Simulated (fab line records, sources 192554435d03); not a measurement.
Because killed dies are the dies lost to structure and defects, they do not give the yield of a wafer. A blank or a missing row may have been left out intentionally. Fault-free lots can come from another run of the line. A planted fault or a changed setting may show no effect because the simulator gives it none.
Problem report in the 8D (eight disciplines) form, filled by code + flow n5Finfet + the parts of the form that need people (team, actions taken, sign-off) are left out

## 1. WHAT IS WRONG
Across 2 wafers from 2 lots, M8_ILD_THK at N5_BEOL_M8_THK_MEAS_01 averages 182.8 nm, while fault-free wafers read 155.3 nm with a standard deviation of 2.2. Measured from the usual mean, that is +12 standard deviations.
First observed at day 12 21:33: wafer L323.5, on filmMetro-02. The record holds 29 wafers of 10 lots with a number at this step. Rule for "out", or "out of limits": more than 4 standard deviations from the usual mean. All remaining wafers that have a number are taken as sound.

## 2. WHAT IT IS; WHAT IT IS NOT
| question                    | is                         | is not                                                                                 |
|-----------------------------|----------------------------|----------------------------------------------------------------------------------------|
| which readings at this step | M8_ILD_THK                 | -                                                                                      |
| which lots                  | L323, L324                 | L309, L310, L313, L314, L318, L329, L330, L332                                         |
| which wafers of those lots  | L323.5, L324.5             | L323.2, L323.4, L324.2, L324.3                                                         |
| read on which gauges        | filmMetro-01, filmMetro-02 | -                                                                                      |
| when                        | from day 12 21:33          | up to then (16 sound wafers); but 11 sound wafers of L324, L329, L330, L332 came after |

## 3. WHAT RULES OUT EACH SUSPECT
Counting: if a tool at a process step up to the reading ran every lot that is out, it stays a suspect. Sound lots after the first of them don't rule it out here, since some wafers of a struck lot are sound.
- the gauge at N5_BEOL_M8_THK_MEAS_01 has been ruled out. 2 gauges (filmMetro-01, filmMetro-02) read the wafers that are out.
- pecvd-04 at N5_BEOL_M7_DEP_56 (deposits SiCN from 3MS/NH3, target thk 10 nm, time 17.5 s): kept. It ran every lot that is out, first L323 (day 12 20:32).
- pecvd-03 at N5_BEOL_M8_ILD_DEP_00 (deposits SiCOH lowk from DEMS/porogen, target thk 179.75 nm, time 33.4 s): kept. It processed each lot that is out (first: L323, day 12 20:40); up to then, its last sound lot is L318 (day 12 08:35).
After counting, pecvd-04 at N5_BEOL_M7_DEP_56 and pecvd-03 at N5_BEOL_M8_ILD_DEP_00 remain.

## 4. THE CAUSE (what the simulator had put in)
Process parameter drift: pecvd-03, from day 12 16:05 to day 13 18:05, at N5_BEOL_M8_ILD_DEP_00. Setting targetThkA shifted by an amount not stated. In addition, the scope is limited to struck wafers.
Of the 2 suspects that counting leaves, this tool is one.

## 5. SEQUENCE OF EFFECTS, ordered by route
Each row: a reading whose mean over the struck wafers that have a number lies more than 3 standard deviations from the usual. Only readings for which the record gives a usual standard deviation are gone through. hours: the time from each lot's start at the first step in this table that gives one to its start at this step, as a median over the lots. sigmas: the change in usual standard deviations.
| hours | step                   | reading    | usual    | on struck wafers | change | sigmas |
|-------|------------------------|------------|----------|------------------|--------|--------|
| 0     | N5_BEOL_M8_THK_MEAS_01 | M8_ILD_THK | 155.3 nm | 182.8            | +27.5  | +12    |

## 6. WHAT WOULD HAVE CAUGHT IT SOONER
The first out-of-limits reading at a measuring or inspecting step in this record came at day 12 21:33, 5 hours after the fault's start at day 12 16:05.
Tool readings at N5_BEOL_M8_ILD_DEP_00 with a usual standard deviation given in the record: none out on any struck wafer, hence no alarm at a limit of 4 standard deviations on them.
L324, from the lots that are out (2), started N5_BEOL_M8_ILD_DEP_00 on pecvd-03 later than day 12 21:33. Putting the tool on hold at that point would have spared it.
